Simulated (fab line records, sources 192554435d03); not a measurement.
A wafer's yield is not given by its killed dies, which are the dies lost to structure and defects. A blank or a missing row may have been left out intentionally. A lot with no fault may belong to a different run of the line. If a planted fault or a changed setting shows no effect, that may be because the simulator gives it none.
A struck lot beside a sound one    flow n5 finfet    25 out of 1938 route steps
Sound: the wafers L751.3, L751.4, L751.5. Struck: wafer L743.3. (L743.6 of the same lot was not struck and is left out.) The cause comes at the end.
Each step with rows lists, per side, the tool, then ch with its chambers, then its first start. Under that, the readings that differ: sound wafers    struck wafers    difference of the means    sigmas: that difference in standard deviations of wafers without a fault.
alike: readings with means less than 2 such deviations apart, plus words and numbers identical on both sides. not compared: withheld readings, readings lacking a value on some wafer, bounds such as >300 that could conceal the same value, and numbers that have no deviation in the record and whose values overlap.
The two part at a step that has a row with sigmas, a row that says differs or no value, or rows on one side only. Non-overlapping numbers with no deviation appear without sigmas and do not part them. Lack of a reading on every wafer of one side parts them only where that side has two or more wafers.

first, 1 step without rows for these wafers: N5_BEOL_M12_HARDBAKE_32 (time 120 s).
N5_BEOL_M12_CD_MEAS_28: the cd target is 160.2 nm.
  sound on cd sem-01 ch 0, day 16 10:32; struck on cd sem-02 ch 0, day 14 08:22
  alike: cd nm
N5_BEOL_M12_OVL_MEAS_29:
  sound on overlay-02 ch 0, day 16 10:34; struck on overlay-01 ch 0, day 14 08:23
  alike: M12_OVL
N5_BEOL_M12_INSPECT_30: inspects for defects (macro).
  sound on defect inspect-01, day 16 10:35; struck on defect inspect-01, day 14 08:25
  alike: raw defect count
then, 1 step without rows for these wafers: N5_BEOL_M12_DESCUM_33 (chemistry O2, time 7.9 s).
N5_BEOL_M12_ETCH_67: etches SiARC in CF4, target depth 143 nm, time 238.3 s.
  sound on rie diel-03 ch 1,2, day 16 10:39; struck on rie diel-03 ch 1, day 14 08:29
  alike: bias w, drypump motor current A, etch rf on time s, oes product au, rf vpp V, showerhead plenum p Torr, throttle valve pct
  not compared: rf hours counter h
then, 2 steps without rows for these wafers: N5_BEOL_M12_ETCH_68 (etches SOC in N2/H2, time 285 s); N5_BEOL_M12_STRIP_69 (strips in N2/H2).
N5_BEOL_M12_TRENCH_ETCH_34: etches SiOC in C4F8/O2/Ar, target depth 318.95 nm, time 125.5 s.
  sound on rie diel-03 ch 1,2, day 16 10:59; struck on rie diel-03 ch 1, day 14 08:49
  alike: O2_flow_sccm, bias w, drypump motor current A, oes product au, rf vpp V, showerhead plenum p Torr, throttle valve pct
  not compared: rf hours counter h
then, 1 step without rows for these wafers: N5_BEOL_M12_STRIP_70 (strips in C4F8/O2/Ar).
N5_BEOL_M12_OCD_MEAS_35:
  sound on ocd-02, day 16 11:08; struck on ocd-01, day 14 08:58
  alike: trench depth nm
N5_BEOL_M12_STRIP_37: strips in N2/H2.
  sound on plasma asher-01 ch 0,1, day 16 11:12; struck on plasma asher-02 ch 1, day 14 09:02
  alike: drypump motor current A, heater power w, oes product au
  not compared: rf hours counter h
N5_BEOL_M12_ETCH_38: etches SiCN in CF4/N2, target depth 68.7 nm, time 73.4 s.
  sound on rie diel-05 ch 0,1, day 16 12:11; struck on rie diel-03 ch 3, day 14 14:28
reading                                        sound              struck  difference  sigmas
oes product au (a.u.)                          0.90 0.88 0.88     0.66    -0.23       -2
throttle valve pct (%)                         14.95 14.99 14.99  15.52   +0.54       +2
model.etch.depth nm (nm)                       58.15 59.61 59.06  41.25   -17.69      
model.SiOC_of_BEOL_M12_ILD_DEP_00.thk nm (nm)  608.2 613.6 620.4  633.8   +19.7       
  alike: bias w, drypump motor current A, rf vpp V, showerhead plenum p Torr
  not compared: rf hours counter h
then, 4 steps without rows for these wafers: N5_BEOL_M12_PRECLEAN_39 (cleans in residue remover, time 60 s); N5_BEOL_M12_SRD_40 (time 30 s, dry time 30 s); N5_BEOL_M12_DEGAS_41 (time 60 s); N5_BEOL_M12_PRE_CLEAN_42 (time 30 s).
N5_BEOL_M12_SPUTTER_43: material TaN, target thk 15 nm, time 24.19 s.
  sound on pvd sputter-03, day 16 12:27; struck on pvd sputter-01, day 14 14:50
  alike: throttle valve pct
then, 3 steps without rows for these wafers: N5_BEOL_M12_SPUTTER_44 (material Ta, target thk 10 nm, time 16.13 s); N5_BEOL_M12_SPUTTER_45 (material Cu, target thk 80 nm, time 13.33 s); N5_BEOL_M12_ECD_47 (material Cu, target thk 720 nm).
N5_BEOL_M12_ANNEAL_48: time 90 s.
  sound on rtp anneal-01 ch 0, day 16 12:58; struck on rtp anneal-01 ch 0, day 14 15:21
  alike: anneal temp c max, wafer_temp_C_max
N5_BEOL_M12_CMP_49: polishes, stops on SiOC, t overpolish 20.6 s, target thk 320 nm.
  sound on cmp-02 ch 0,1,3, day 16 13:15; struck on cmp-04 ch 1, day 14 15:40
reading                                        sound              struck  difference  sigmas
barrier field endpoint s (s)                   29.4 29.9 30.4     32.0    +2.1        +3
model.SiOC_of_BEOL_M12_ILD_DEP_00.thk nm (nm)  598.2 603.6 610.4  623.8   +19.7       
  alike: clearing platen down force psi, motor current A, overpolish run s, slurry flow ml min
N5_BEOL_M12_THK_MEAS_50: measures by xrf.
  sound on film metro-01, day 16 13:28; struck on film metro-02, day 14 15:51
  alike: M12_THK
N5_PASSIVATION_PROBE_49:
  rows exist in the record for the sound wafers here (prober-02, day 18 01:44), none for the struck ones

## WHERE THEY PART
Earliest at N5_BEOL_M12_ETCH_38; latest, in this record, at N5_PASSIVATION_PROBE_49.

WHY: the cause the simulator had injected
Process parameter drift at N5_BEOL_M12_ETCH_38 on rie diel-03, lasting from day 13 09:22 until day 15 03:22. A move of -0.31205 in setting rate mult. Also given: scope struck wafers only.
